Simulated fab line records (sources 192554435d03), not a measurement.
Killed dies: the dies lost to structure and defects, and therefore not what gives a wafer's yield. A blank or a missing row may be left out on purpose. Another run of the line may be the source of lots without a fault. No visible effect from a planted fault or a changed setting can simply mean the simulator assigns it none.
A lot that was struck, set against a sound lot -- flow n5-finfet -- 34 out of 1938 route steps
Sound: the wafers L481.2, L481.3, L481.4. Wafers struck: L489.1, L489.2, L489.5. The cause is named last.
At each step with rows: each side's tool, then ch and its chambers, then its first start. Under that, the readings that differ: sound wafers -- struck wafers -- difference of the means -- sigmas: that difference in standard deviations of wafers without a fault.
alike: a reading whose means differ by less than 2 such deviations, as well as words and numbers matching on both sides. not compared: withheld readings; readings where some wafer has no value; bounds like >300 that might hide an equal value; numbers whose values overlap and for which the record gives no deviation.
A row with sigmas, a row that says differs or no value, or rows on one side alone: a step with any of these is where the two part. When numbers do not overlap yet have no deviation, they are printed without sigmas and do not part them. Lack of a reading on every wafer of one side parts them only where that side has two or more wafers.

first, 9 steps without rows for these wafers: N5_SD_EPI_P_DEVELOP_08 (develop time 30 s); N5_SD_EPI_P_DESCUM_14 (chemistry O2, time 7.9 s); N5_SD_EPI_P_ETCH_36 (etches SiARC in CF4, target depth 45.5 nm, time 75.8 s); N5_SD_EPI_P_ETCH_37 (etches SOC in N2/H2, overetch 108 nm, time 486 s); N5_SD_EPI_P_STRIP_38 (strips in N2/H2); N5_SD_EPI_P_ETCHBACK_46 (etches SiNx in CH3F/O2, stops on SiO2, target depth 17.5 nm); N5_SD_EPI_P_ETCH_47 (etches SiOCN in CH3F/O2, target depth 25 nm); N5_SD_EPI_P_ETCH_16 (etches SiO2 in CHF3/O2, target depth 5 nm); N5_SD_EPI_P_STRIP_50 (strips in CHF3/O2).
N5_SD_EPI_P_SD_RECESS_17: chemistry HBr/Cl2/O2, target depth 39.1 nm, bt time 3 s.
  sound on rie-si-06 ch 0,1,2, day 4 00:13; struck on rie-si-06 ch 1,2, day 6 05:21
  no value came back on the struck wafers for any of 7 readings (HBr_flow_sccm (sccm), O2_flow_sccm (sccm) and others); on the sound wafers HBr_flow_sccm (sccm) reads 150.2 149.4 150.5
then, 22 steps without rows for these wafers: N5_SD_EPI_P_WET_ETCH_45 (etches SiO2 in dHF, time 10.7 s, target depth 2 nm, rinse time 30 s); N5_SD_EPI_P_STRIP_40 (strips in N2/H2); N5_SD_EPI_P_PRECLEAN_52 (cleans in O3/DIW, time 60 s); N5_SD_EPI_P_SRD_20 (time 30 s); N5_SD_EPI_P_PRECLEAN_51 (cleans in NF3:NH3, afs cycles 1, time 20 s, sublimation time 60 s); N5_SD_EPI_P_VAPOR_ETCH_44 (etches SiGe30 in NF3/Ar, time 3.3 s); N5_SD_EPI_P_EPI_21 (deposits SiGe:B, time 355 s); N5_SD_EPI_P_HM_STRIP_48 (strips SiNx in H3PO4, material SiNx, target depth 3 nm); N5_SD_EPI_P_SRD_49 (time 30 s); N5_SD_EPI_P_PRECLEAN_24 (cleans in O3/DIW, time 45 s); N5_SD_EPI_P_PRECLEAN_32 (cleans in dHF, time 10 s); N5_SD_EPI_P_PRECLEAN_33 (cleans in SC2, time 45 s); N5_SD_EPI_P_SRD_25 (time 30 s); N5_SD_ACTIVATION_RTA_00 (time 0 s); N5_SD_ACTIVATION_LSA_01 (time 0.0008 s); N5_ILD0_LINER_00 (material SiNx, target thk 4 nm, pulse time 1 s, purge time 2 s); N5_ILD0_FCVD_FILL_01 (material SiO2 flowable, target thk 200 nm, time 328.3 s); N5_ILD0_CURE_02 (time 1800 s); N5_ILD0_CMP_03 (polishes, stops on SiNx, t overpolish 1.9 s, target thk 197.38 nm); N5_ILD0_CMP_07 (polishes SiO2 flowable, stops on poly-Si, t overpolish 1.18 s, target thk 138.88 nm); N5_ILD0_PRECLEAN_10 (cleans in NF3:NH3, afs cycles 5, time 20 s, sublimation time 60 s); N5_ILD0_ALD_15 (deposits SiNx, target thk 24 nm, pulse time 1 s, ald cycles 480).
-- the record jumps here: 7 days lie between the struck wafers' starts before and after (it left off in module ILD0 and takes up again in module BEOL_M4, whose first step shown is number 1111 of the route) --
N5_BEOL_M4_RC_MEAS_101:
  sound on prober-02 ch 0, day 10 10:49; struck on prober-02 ch 0, day 13 04:02
reading,sound,struck,difference,sigmas
CJ_P,5.76 5.98 5.86,2.02 2.07 2.09,-3.81,-18
DIBL_P (mV/V),38.6 35.3 38.4,25.7 28.2 24.4,-11.3,-5
IOFF_P (nA/um),0.24 0.19 0.23,0.02 0.03 0.02,-0.20,-6
IOFF_P_85C (nA/um),4.1 3.5 4.0,0.5 0.6 0.5,-3.3,-7
IOFF_P_LIN (nA/um),0.106 0.092 0.103,0.013 0.015 0.012,-0.087,-7
IOFF_P_LONG (nA/um),9.9e-05 0.000106 0.0001,7.6e-05 7.6e-05 7.6e-05,-2.6e-05,-4
ION_P (uA/um),460 460 453,178 182 178,-278,-39
REXT_P (ohm.um),100.1 97.8 101.5,143.2 141.2 144.0,+43.0,+17
VT_P (mV),-249 -252 -251,-304 -302 -306,-53,-16
VT_P_LVT (mV),-96.6 -98.6 -97.6,-153.4 -151.7 -154.2,-55.5,-21
  alike: DIBL_N, IOFF_N, ION_N, SS_N, SS_P, VT_N
-- record jumps: 4 days separate the struck wafers' starts on either side; left off in module BEOL_M4, taken up again in module PASSIVATION, whose first shown step is the route's number 1936 --
N5_PASSIVATION_PROBE_49:
  sound on prober-02 at day 14 11:25; struck on prober-01 at day 17 15:34
reading,sound,struck,difference,sigmas
killed_at_M0_to_M3,49 45 51,30 32 17,-22,-2
sort_bin_8_speed (%),0 0 0,91.44 90.42 92.37,+91.41,+99 or more
sort-n-pass,1042 1072 1053,0 0 0,-1056,-62
sort-yield-pct (%),88.3 90.8 89.2,0 0 0,-89,-64
  alike: defect-limited-yield, killed_at_M4_up, killed-at-contacts, killed-at-front-end, killed-at-other, killed-dies, killed-on-rim, killed-open, killed-short, sort_bin_5_function, sort_bin_6_memory

WHERE THEY PART
First at N5_SD_EPI_P_SD_RECESS_17; last, within this record, at N5_PASSIVATION_PROBE_49.

WHY: the cause the simulator had injected
Whole step skipped at N5_SD_EPI_P_SD_RECESS_17 on rie-si-06, starting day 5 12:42. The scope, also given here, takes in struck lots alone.
